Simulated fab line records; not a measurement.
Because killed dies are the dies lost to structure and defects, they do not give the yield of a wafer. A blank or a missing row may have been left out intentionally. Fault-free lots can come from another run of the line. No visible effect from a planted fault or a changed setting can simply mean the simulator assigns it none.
What tool caused it? -- flow n5_finfet -- Sampling: 9 lots, 27 wafers, 5 of 1938 route steps

== WHAT THE GAUGES READ, wafer by wafer ==
N5_FIN_SAQP_CD_MEAS_31 targets a cd of 8 nm. Usual: cd_nm 8.05 nm, standard deviation 0.22.
lot,measured,on,cd_nm (nm),flag
L616,day 3 14:33,cd_sem-03,8.21 8.03 8.21,
L620,day 4 19:54,cd_sem-03,8.47 8.17 7.78,
L621,day 5 03:49,cd_sem-03,8.12 7.92 8.02,
L624,day 5 14:51,cd_sem-01,7.98 8.16 8.21,
L625,day 5 20:02,cd_sem-02,7.96 8.23 7.53,
L626,day 6 04:20,cd_sem-01,8.03 7.76 7.84,
L630,day 7 01:10,cd_sem-01,8.16 7.88 7.96,
L631,day 7 07:13,cd_sem-02,8.31 8.49 7.77,
L633,day 7 20:34,cd_sem-01,8.23 7.70 8.23,

N5_BEOL_M4_RC_MEAS_101. Usual: DIBL_N 35.8 mV/V, standard deviation 1.7; DIBL_P 35.3 mV/V, standard deviation 2; IOFF_N 0.150 nA/um, standard deviation 0.026; IOFF_P 0.194 nA/um, standard deviation 0.029; ION_N 667 uA/um, standard deviation 11; ION_P 456 uA/um, standard deviation 7.1; SS_N 71.4 mV/dec, standard deviation 0.65; SS_P 73.1 mV/dec, standard deviation 0.64; VT_N 251 mV, standard deviation 3; VT_P -252 mV, standard deviation 3.2.
lot,measured,on,DIBL_N (mV/V),DIBL_P (mV/V),IOFF_N (nA/um),IOFF_P (nA/um),ION_N (uA/um),ION_P (uA/um),SS_N (mV/dec),SS_P (mV/dec),VT_N (mV),VT_P (mV),flag
L616,day 11 20:26,prober-02,34.8 35.6 34.6,34.4 35.2 33.4,0.118 0.126 0.110,0.165 0.167 0.152,659 649 638,450 448 445,70.4 71.1 70.9,72.9 72.2 72.4,254 254 257,-255 -256 -259,
L620,day 12 12:49,prober-02,33.9 35.7 36.5,32.9 34.6 34.1,0.124 0.149 0.156,0.169 0.199 0.182,660 673 665,451 465 450,71.0 70.5 70.8,72.6 72.7 72.6,254 252 251,-252 -251 -254,
L621,day 12 22:44,prober-02,37.4 32.9 36.3,38.0 32.1 35.2,0.163 0.104 0.139,0.246 0.162 0.201,681 668 664,466 461 467,70.8 70.4 70.6,73.6 72.0 72.2,250 254 253,-247 -252 -251,
L624,day 14 05:40,prober-01,38.1 36.7 37.8,35.1 34.4 34.8,0.181 0.157 0.171,0.209 0.200 0.199,668 676 688,455 466 464,72.1 71.8 72.1,73.7 73.8 73.1,247 250 248,-252 -251 -250,
L625,day 14 01:52,prober-02,36.2 36.8 35.2,37.5 36.2 35.8,0.165 0.157 0.137,0.234 0.202 0.201,667 677 659,458 463 459,71.4 71.5 71.2,74.2 73.8 73.3,244 249 250,-247 -249 -250,
L626,day 14 01:35,prober-01,34.3 34.4 36.1,33.8 32.9 35.3,0.117 0.116 0.143,0.175 0.167 0.204,648 656 668,453 451 455,71.1 70.8 71.9,73.6 72.8 72.8,255 255 253,-251 -255 -251,
L630,day 15 02:43,prober-01,33.6 33.7 33.3,33.6 32.3 32.0,0.139 0.123 0.122,0.173 0.147 0.149,664 652 652,454 452 445,70.7 70.9 70.9,72.6 71.9 72.5,250 254 251,-253 -257 -256,
L631,day 15 08:19,prober-01,34.3 36.6 34.5,34.8 37.6 35.9,0.117 0.153 0.129,0.170 0.217 0.184,668 666 674,463 458 463,70.9 71.9 71.3,73.4 73.2 73.1,255 253 252,-253 -251 -253,
L633,day 15 13:35,prober-02,36.4 32.1 38.1,37.8 30.6 38.0,0.167 0.103 0.195,0.192 0.114 0.186,676 649 674,457 443 452,71.4 70.6 72.7,73.8 71.6 73.5,247 255 247,-252 -260 -255,

== EACH LOT AND THE TOOL THAT RAN IT (in order: tool; ch and the chambers of the sampled wafers; start) ==
lot,N5_FIN_SAQP_SPACER2_ALD_28,N5_FIN_SAQP_HM_OPEN_33,N5_FIN_SAQP_ETCH_64
L616,"ald_sin-02 ch 1,2,3, day 3 14:01","rie_diel-01 ch 2,3, day 3 14:46","rie_si-04 ch 0,1,3, day 3 15:02"
L620,"ald_sin-02 ch 1,2,3, day 4 19:10","rie_diel-01 ch 0,2, day 4 19:59","rie_si-01 ch 1,3, day 4 20:16"
L621,"ald_sin-02 ch 0,1,3, day 5 03:18","rie_diel-04 ch 1,2, day 5 03:52","rie_si-01 ch 0,1,2, day 5 04:08"
L624,"ald_sin-01 ch 0,3, day 5 14:14","rie_diel-04 ch 1, day 5 15:04","rie_si-01 ch 2,3, day 5 15:25"
L625,"ald_sin-03 ch 1,2, day 5 19:26","rie_diel-03 ch 0,1,2, day 5 20:07","rie_si-01 ch 0,1,2, day 5 20:23"
L626,"ald_sin-02 ch 1,2, day 6 03:47","rie_diel-03 ch 1,2,3, day 6 04:23","rie_si-01 ch 0,1,3, day 6 04:38"
L630,"ald_sin-01 ch 1,3, day 7 00:38","rie_diel-04 ch 0,1,3, day 7 01:13","rie_si-04 ch 1,2,3, day 7 01:29"
L631,"ald_sin-01 ch 0,1, day 7 06:41","rie_diel-03 ch 0,1, day 7 07:15","rie_si-04 ch 0,3, day 7 07:31"
L633,"ald_sin-01 ch 0,2,3, day 7 20:02","rie_diel-04 ch 2,3, day 7 20:37","rie_si-04 ch 0,1, day 7 20:58"
- N5_FIN_SAQP_SPACER2_ALD_28: deposits SiO2, target thk 8.1 nm, pulse time 1 s, purge time 2 s.
- N5_FIN_SAQP_HM_OPEN_33: chemistry CH3F/O2, target SiNx, target depth 49.4 nm, time 70.6 s.
- N5_FIN_SAQP_ETCH_64: etches SiO2 in CF4, target depth 1.5 nm.

== WHAT THE TOOLS THEMSELVES READ (means of the sampled wafers that have a number; where no wafer has one, the mark that the record gives instead) ==
N5_FIN_SAQP_SPACER2_ALD_28. Usual: heater_power_w 496 W, standard deviation 48; precursor_pulse_height_rel 0.999, standard deviation 0.022.
lot,tool,heater_power_w (W),precursor_pulse_height_rel,flag
L616,ald_sin-02,468,1.012,
L620,ald_sin-02,470,1.010,
L621,ald_sin-02,466,0.985,
L624,ald_sin-01,532,1.014,
L625,ald_sin-03,480,1.005,
L626,ald_sin-02,472,0.993,
L630,ald_sin-01,492,1.022,
L631,ald_sin-01,543,0.995,
L633,ald_sin-01,529,0.997,

N5_FIN_SAQP_HM_OPEN_33. Usual: drypump_motor_current_A 5.9 A (standard deviation 0.5); etch_rf_on_time_s 70.2 s (standard deviation 1.7); oes_product_au 0.64 a.u. (standard deviation 0.069); rf_fwd_power_W 390.2 W (standard deviation 1.6); rf_vpp_V 301 V (standard deviation 5.2); showerhead_plenum_p_Torr 1.98 Torr (standard deviation 0.069); throttle_valve_pct 16.39 % (standard deviation 0.22).
lot,tool,drypump_motor_current_A (A),etch_rf_on_time_s (s),oes_product_au (a.u.),rf_fwd_power_W (W),rf_vpp_V (V),showerhead_plenum_p_Torr (Torr),throttle_valve_pct (%),flag
L616,rie_diel-01,6.2,69.3,0.62,391.7,297,1.95,16.41,
L620,rie_diel-01,6.5,69.5,0.65,390.2,295,1.98,16.61,
L621,rie_diel-04,6.1,72.6,0.59,389.9,307,2.01,16.46,
L624,rie_diel-04,6.4,71.4,0.57,391.5,304,2.06,16.42,
L625,rie_diel-03,5.4,70.9,0.62,390.4,299,1.97,16.25,
L626,rie_diel-03,5.7,69.5,0.63,390.0,298,2.02,16.22,
L630,rie_diel-04,5.9,70.3,0.61,390.9,303,1.99,16.48,
L631,rie_diel-03,5.5,71.1,0.59,389.2,298,1.95,16.38,
L633,rie_diel-04,5.3,69.4,0.61,391.5,308,1.90,16.37,

N5_FIN_SAQP_ETCH_64. Usual: drypump_motor_current_A 5.8 A, standard deviation 0.37; he_backside_leak_sccm 2.77 sccm, standard deviation 0.2; oes_product_au 0.999 a.u., standard deviation 0.024; rf_fwd_power_W 785 W, standard deviation 3.5; throttle_valve_pct 21.74 %, standard deviation 0.25.
lot,tool,drypump_motor_current_A (A),he_backside_leak_sccm (sccm),oes_product_au (a.u.),rf_fwd_power_W (W),throttle_valve_pct (%),flag
L616,rie_si-04,5.7,2.90,1.002,784,21.80,
L620,rie_si-01,6.0,2.71,0.973,787,21.49,
L621,rie_si-01,6.0,2.65,0.994,783,21.80,
L624,rie_si-01,5.5,2.63,1.242,786,21.71,OFF
L625,rie_si-01,6.0,2.66,1.119,786,21.84,OFF
L626,rie_si-01,6.0,2.66,1.115,787,21.64,OFF
L630,rie_si-04,5.7,2.95,1.004,784,21.86,
L631,rie_si-04,5.7,2.97,1.007,785,21.78,
L633,rie_si-04,5.7,2.81,0.987,783,21.62,

== THE ANSWER, worked out from the rows above alone ==
Rule: lot off if the mean of its wafers having a number is beyond 3 standard deviations from the usual mean. A lot without any number at a reading at which 4 lots or more have one is off too. The other lots that the step has rows for count as sound. After the gauges, taken in route order, come the tools' own readings; for these a lot's mean is taken, as printed above. The first step at which some lot is off is used, and at that step the reading that is off furthest; a lot without a number counts as furthest.
Off, at N5_FIN_SAQP_ETCH_64 on oes_product_au: L624, L625, L626.
A tool fits if, at that step or a process step before it, it ran every lot that is off, and no sound lot after the first of them. One candidate fits, namely rie_si-01 at N5_FIN_SAQP_ETCH_64. A fault onset in the window from L621 (day 5 04:08, its last sound lot) to L624 (day 5 15:25, its first lot off) fits.
The tool's own readings at N5_FIN_SAQP_ETCH_64 bear it out: on the lots that are off they differ by more than 5 times the standard deviation of the sound lots' means. oes_product_au reads 1.159 a.u. there against 0.994 a.u. on the sound lots.

== WHAT WAS PUT IN BY THE SIMULATOR ==
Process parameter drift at N5_FIN_SAQP_ETCH_64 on rie_si-01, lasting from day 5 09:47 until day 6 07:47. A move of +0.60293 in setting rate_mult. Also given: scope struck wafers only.
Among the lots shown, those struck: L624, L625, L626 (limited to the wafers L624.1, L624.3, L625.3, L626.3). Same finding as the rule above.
